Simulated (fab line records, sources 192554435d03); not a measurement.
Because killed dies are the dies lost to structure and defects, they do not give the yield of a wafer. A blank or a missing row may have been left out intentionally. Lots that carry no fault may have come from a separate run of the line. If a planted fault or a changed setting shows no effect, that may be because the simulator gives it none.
The tool behind it: which one? / flow n5_finfet / Sampling: 24 lots, 72 wafers, 3 of 1938 route steps

## WHAT THE GAUGES SHOWED, per wafer
N5_BEOL_M14_INSPECT_55: inspects for defects (darkfield).
lot=L074; measured=day 13 00:49; on=defect_inspect-02; raw_defect_count=49 64 64
lot=L076; measured=day 13 13:48; on=defect_inspect-02; raw_defect_count=76 62 65
lot=L077; measured=day 14 07:59; on=defect_inspect-01; raw_defect_count=54 47 48
lot=L075; measured=day 14 08:16; on=defect_inspect-01; raw_defect_count=58 83 58
lot=L078; measured=day 14 16:34; on=defect_inspect-02; raw_defect_count=49 62 104
lot=L079; measured=day 14 20:19; on=defect_inspect-02; raw_defect_count=62 87 68
lot=L080; measured=day 15 05:52; on=defect_inspect-02; raw_defect_count=75 50 100
lot=L081; measured=day 15 13:38; on=defect_inspect-02; raw_defect_count=104 81 77
lot=L084; measured=day 15 17:16; on=defect_inspect-01; raw_defect_count=48 57 50
lot=L082; measured=day 15 22:58; on=defect_inspect-02; raw_defect_count=126 55 52
lot=L083; measured=day 15 23:10; on=defect_inspect-01; raw_defect_count=48 59 50
lot=L087; measured=day 16 11:17; on=defect_inspect-01; raw_defect_count=58 54 35
lot=L085; measured=day 16 17:16; on=defect_inspect-02; raw_defect_count=77 91 31
lot=L086; measured=day 17 08:40; on=defect_inspect-01; raw_defect_count=85 55 54
lot=L090; measured=day 17 14:50; on=defect_inspect-02; raw_defect_count=55 67 61
lot=L089; measured=day 17 20:42; on=defect_inspect-01; raw_defect_count=108 80 115
lot=L088; measured=day 17 22:43; on=defect_inspect-01; raw_defect_count=55 83 56
lot=L092; measured=day 18 07:07; on=defect_inspect-01; raw_defect_count=62 48 52
lot=L091; measured=day 18 11:20; on=defect_inspect-01; raw_defect_count=56 68 40
lot=L093; measured=day 18 17:36; on=defect_inspect-02; raw_defect_count=91 93 50
lot=L095; measured=day 19 00:26; on=defect_inspect-01; raw_defect_count=75 64 135
lot=L094; measured=day 19 04:10; on=defect_inspect-02; raw_defect_count=52 68 40
lot=L096; measured=day 19 07:50; on=defect_inspect-01; raw_defect_count=53 77 87
lot=L097; measured=day 19 10:01; on=defect_inspect-02; raw_defect_count=108 107 67

N5_BEOL_M15_OVL_MEAS_11.
lot=L074; measured=day 13 01:26; on=overlay-01; V14_OVL (nm)=0 1 3
lot=L076; measured=day 13 14:34; on=overlay-02; V14_OVL (nm)=-3 -8 -4
lot=L077; measured=day 14 08:37; on=overlay-02; V14_OVL (nm)=1 1 6
lot=L075; measured=day 14 08:53; on=overlay-01; V14_OVL (nm)=2 -2 1
lot=L078; measured=day 14 17:11; on=overlay-01; V14_OVL (nm)=-1 -1 3
lot=L079; measured=day 14 20:56; on=overlay-02; V14_OVL (nm)=-8 -2 2
lot=L080; measured=day 15 06:37; on=overlay-02; V14_OVL (nm)=0 -11 -6
lot=L081; measured=day 15 14:23; on=overlay-01; V14_OVL (nm)=-8 -9 -2
lot=L084; measured=day 15 17:53; on=overlay-02; V14_OVL (nm)=0 -6 -4
lot=L082; measured=day 15 23:35; on=overlay-01; V14_OVL (nm)=13 9 7
lot=L083; measured=day 15 23:53; on=overlay-02; V14_OVL (nm)=2 6 -5
lot=L087; measured=day 16 12:02; on=overlay-01; V14_OVL (nm)=4 -7 -11
lot=L085; measured=day 16 18:01; on=overlay-01; V14_OVL (nm)=-8 -4 -2
lot=L086; measured=day 17 09:17; on=overlay-02; V14_OVL (nm)=-1 -2 3
lot=L090; measured=day 17 15:35; on=overlay-02; V14_OVL (nm)=6 8 7
lot=L089; measured=day 17 21:34; on=overlay-02; V14_OVL (nm)=-6 0 -1
lot=L088; measured=day 17 23:28; on=overlay-01; V14_OVL (nm)=2 -6 1
lot=L092; measured=day 18 07:44; on=overlay-01; V14_OVL (nm)=-1 11 6
lot=L091; measured=day 18 12:05; on=overlay-02; V14_OVL (nm)=7 0 -3
lot=L093; measured=day 18 18:20; on=overlay-02; V14_OVL (nm)=1 5 9
lot=L095; measured=day 19 01:10; on=overlay-02; V14_OVL (nm)=-8 0 6
lot=L094; measured=day 19 04:47; on=overlay-02; V14_OVL (nm)=-4 -8 -1
lot=L096; measured=day 19 08:28; on=overlay-01; V14_OVL (nm)=0 2 1
lot=L097; measured=day 19 10:38; on=overlay-02; V14_OVL (nm)=4 -2 -1

## TOOL THAT RAN EACH LOT (tool first, then ch and the chambers of the sampled wafers, then the start)
lot=L074; N5_BEOL_M14_STRIP_64=rie_diel-04 ch 2,3, day 13 00:49 or earlier
lot=L076; N5_BEOL_M14_STRIP_64=rie_diel-04 ch 0,1,3, day 13 13:48 or earlier
lot=L077; N5_BEOL_M14_STRIP_64=rie_diel-04 ch 1,2,3, day 14 07:59 or earlier
lot=L075; N5_BEOL_M14_STRIP_64=rie_diel-01 ch 0,2,3, day 14 08:16 or earlier
lot=L078; N5_BEOL_M14_STRIP_64=rie_diel-03 ch 0,1, day 14 16:34 or earlier
lot=L079; N5_BEOL_M14_STRIP_64=rie_diel-01 ch 0,1,3, day 14 20:19 or earlier
lot=L080; N5_BEOL_M14_STRIP_64=rie_diel-01 ch 0,2,3, day 15 05:52 or earlier
lot=L081; N5_BEOL_M14_STRIP_64=rie_diel-01 ch 2,3, day 15 13:38 or earlier
lot=L084; N5_BEOL_M14_STRIP_64=rie_diel-01 ch 1,2, day 15 17:16 or earlier
lot=L082; N5_BEOL_M14_STRIP_64=rie_diel-01 ch 2,3, day 15 22:58 or earlier
lot=L083; N5_BEOL_M14_STRIP_64=rie_diel-01 ch 1,2,3, day 15 23:10 or earlier
lot=L087; N5_BEOL_M14_STRIP_64=rie_diel-01 ch 0,1,2, day 16 11:17 or earlier
lot=L085; N5_BEOL_M14_STRIP_64=rie_diel-03 ch 0,1,2, day 16 17:16 or earlier
lot=L086; N5_BEOL_M14_STRIP_64=rie_diel-04 ch 2,3, day 17 08:40 or earlier
lot=L090; N5_BEOL_M14_STRIP_64=rie_diel-03 ch 2,3, day 17 14:50 or earlier
lot=L089; N5_BEOL_M14_STRIP_64=rie_diel-03 ch 2,3, day 17 20:42 or earlier
lot=L088; N5_BEOL_M14_STRIP_64=rie_diel-03 ch 0,1,2, day 17 22:43 or earlier
lot=L092; N5_BEOL_M14_STRIP_64=rie_diel-01 ch 0,2,3, day 18 07:07 or earlier
lot=L091; N5_BEOL_M14_STRIP_64=rie_diel-01 ch 0,2,3, day 18 11:20 or earlier
lot=L093; N5_BEOL_M14_STRIP_64=rie_diel-04 ch 0,1, day 18 17:36 or earlier
lot=L095; N5_BEOL_M14_STRIP_64=rie_diel-01 ch 1,2, day 19 00:26 or earlier
lot=L094; N5_BEOL_M14_STRIP_64=rie_diel-03 ch 0,2, day 19 04:10 or earlier
lot=L096; N5_BEOL_M14_STRIP_64=rie_diel-03 ch 0,2,3, day 19 07:50 or earlier
lot=L097; N5_BEOL_M14_STRIP_64=rie_diel-03 ch 2,3, day 19 10:01 or earlier
- N5_BEOL_M14_STRIP_64: strips in O2.

## AS READ BY THE TOOLS THEMSELVES (means over the sampled wafers that have a number; for cases with no such wafer, the mark the record gives instead)
N5_BEOL_M14_STRIP_64.
lot=L074; tool=rie_diel-04; drypump_motor_current_A (A)=5.3; oes_product_au (a.u.)=0.84; rf_vpp_V (V)=3.6; showerhead_plenum_p_Torr (Torr)=2.16; throttle_valve_pct (%)=16.5
lot=L076; tool=rie_diel-04; drypump_motor_current_A (A)=5.9; oes_product_au (a.u.)=0.82; rf_vpp_V (V)=3.6; showerhead_plenum_p_Torr (Torr)=2.16; throttle_valve_pct (%)=16.6
lot=L077; tool=rie_diel-04; drypump_motor_current_A (A)=5.7; oes_product_au (a.u.)=0.80; rf_vpp_V (V)=3.4; showerhead_plenum_p_Torr (Torr)=2.12; throttle_valve_pct (%)=16.6
lot=L075; tool=rie_diel-01; drypump_motor_current_A (A)=6.3; oes_product_au (a.u.)=0.75; rf_vpp_V (V)=4.4; showerhead_plenum_p_Torr (Torr)=2.06; throttle_valve_pct (%)=16.9
lot=L078; tool=rie_diel-03; drypump_motor_current_A (A)=5.5; oes_product_au (a.u.)=0.91; rf_vpp_V (V)=3.9; showerhead_plenum_p_Torr (Torr)=2.21; throttle_valve_pct (%)=16.4
lot=L079; tool=rie_diel-01; drypump_motor_current_A (A)=6.0; oes_product_au (a.u.)=0.78; rf_vpp_V (V)=4.1; showerhead_plenum_p_Torr (Torr)=2.07; throttle_valve_pct (%)=16.7
lot=L080; tool=rie_diel-01; drypump_motor_current_A (A)=6.3; oes_product_au (a.u.)=0.75; rf_vpp_V (V)=3.5; showerhead_plenum_p_Torr (Torr)=2.06; throttle_valve_pct (%)=16.9
lot=L081; tool=rie_diel-01; drypump_motor_current_A (A)=6.1; oes_product_au (a.u.)=0.80; rf_vpp_V (V)=3.5; showerhead_plenum_p_Torr (Torr)=2.03; throttle_valve_pct (%)=16.7
lot=L084; tool=rie_diel-01; drypump_motor_current_A (A)=6.3; oes_product_au (a.u.)=0.75; rf_vpp_V (V)=3.8; showerhead_plenum_p_Torr (Torr)=2.02; throttle_valve_pct (%)=17.0
lot=L082; tool=rie_diel-01; drypump_motor_current_A (A)=6.2; oes_product_au (a.u.)=0.80; rf_vpp_V (V)=3.4; showerhead_plenum_p_Torr (Torr)=2.03; throttle_valve_pct (%)=16.7
lot=L083; tool=rie_diel-01; drypump_motor_current_A (A)=6.1; oes_product_au (a.u.)=0.80; rf_vpp_V (V)=4.1; showerhead_plenum_p_Torr (Torr)=2.02; throttle_valve_pct (%)=16.8
lot=L087; tool=rie_diel-01; drypump_motor_current_A (A)=6.2; oes_product_au (a.u.)=0.84; rf_vpp_V (V)=3.6; showerhead_plenum_p_Torr (Torr)=2.06; throttle_valve_pct (%)=16.9
lot=L085; tool=rie_diel-03; drypump_motor_current_A (A)=5.4; oes_product_au (a.u.)=0.81; rf_vpp_V (V)=3.6; showerhead_plenum_p_Torr (Torr)=2.12; throttle_valve_pct (%)=16.4
lot=L086; tool=rie_diel-04; drypump_motor_current_A (A)=5.3; oes_product_au (a.u.)=0.88; rf_vpp_V (V)=3.9; showerhead_plenum_p_Torr (Torr)=2.23; throttle_valve_pct (%)=16.4
lot=L090; tool=rie_diel-03; drypump_motor_current_A (A)=6.1; oes_product_au (a.u.)=0.83; rf_vpp_V (V)=3.5; showerhead_plenum_p_Torr (Torr)=2.09; throttle_valve_pct (%)=16.4
lot=L089; tool=rie_diel-03; drypump_motor_current_A (A)=6.1; oes_product_au (a.u.)=0.82; rf_vpp_V (V)=3.4; showerhead_plenum_p_Torr (Torr)=2.09; throttle_valve_pct (%)=16.4
lot=L088; tool=rie_diel-03; drypump_motor_current_A (A)=5.4; oes_product_au (a.u.)=0.80; rf_vpp_V (V)=3.3; showerhead_plenum_p_Torr (Torr)=2.12; throttle_valve_pct (%)=16.4
lot=L092; tool=rie_diel-01; drypump_motor_current_A (A)=6.3; oes_product_au (a.u.)=0.82; rf_vpp_V (V)=3.3; showerhead_plenum_p_Torr (Torr)=2.05; throttle_valve_pct (%)=16.8
lot=L091; tool=rie_diel-01; drypump_motor_current_A (A)=6.3; oes_product_au (a.u.)=0.81; rf_vpp_V (V)=3.8; showerhead_plenum_p_Torr (Torr)=2.05; throttle_valve_pct (%)=16.8
lot=L093; tool=rie_diel-04; drypump_motor_current_A (A)=6.1; oes_product_au (a.u.)=0.72; rf_vpp_V (V)=4.0; showerhead_plenum_p_Torr (Torr)=2.09; throttle_valve_pct (%)=17.0
lot=L095; tool=rie_diel-01; drypump_motor_current_A (A)=6.1; oes_product_au (a.u.)=0.77; rf_vpp_V (V)=3.7; showerhead_plenum_p_Torr (Torr)=2.01; throttle_valve_pct (%)=17.0
lot=L094; tool=rie_diel-03; drypump_motor_current_A (A)=5.4; oes_product_au (a.u.)=0.75; rf_vpp_V (V)=3.1; showerhead_plenum_p_Torr (Torr)=2.07; throttle_valve_pct (%)=16.5
lot=L096; tool=rie_diel-03; drypump_motor_current_A (A)=5.8; oes_product_au (a.u.)=0.80; rf_vpp_V (V)=3.7; showerhead_plenum_p_Torr (Torr)=2.12; throttle_valve_pct (%)=16.4
lot=L097; tool=rie_diel-03; drypump_motor_current_A (A)=6.1; oes_product_au (a.u.)=0.80; rf_vpp_V (V)=4.0; showerhead_plenum_p_Torr (Torr)=2.09; throttle_valve_pct (%)=16.4

## THE ANSWER, worked out from the rows above alone
Rule: usual is defined by the lots themselves. Put in order of their means at a reading, lots are off if they are a third of the lots or fewer, leave a main group of 4 or more, and stand apart from it by a gap of 3 or more times the standard deviation of the main group's means; of several such gaps the widest counts. Not used: any main group whose means are identical at the precision the tables above print for the reading. Also off: a lot with no number at a reading for which 4 or more lots have one. All remaining lots with rows at the step are treated as sound. After the gauges, taken in route order, come the tools' own readings; for these a lot's mean is taken, as printed above. The first step at which some lot is off is used, and at that step the reading that is off furthest; a lot without a number counts as furthest.
No lot is off on any of the readings shown, so nothing can be concluded from this.

## WHAT WAS PUT IN BY THE SIMULATOR
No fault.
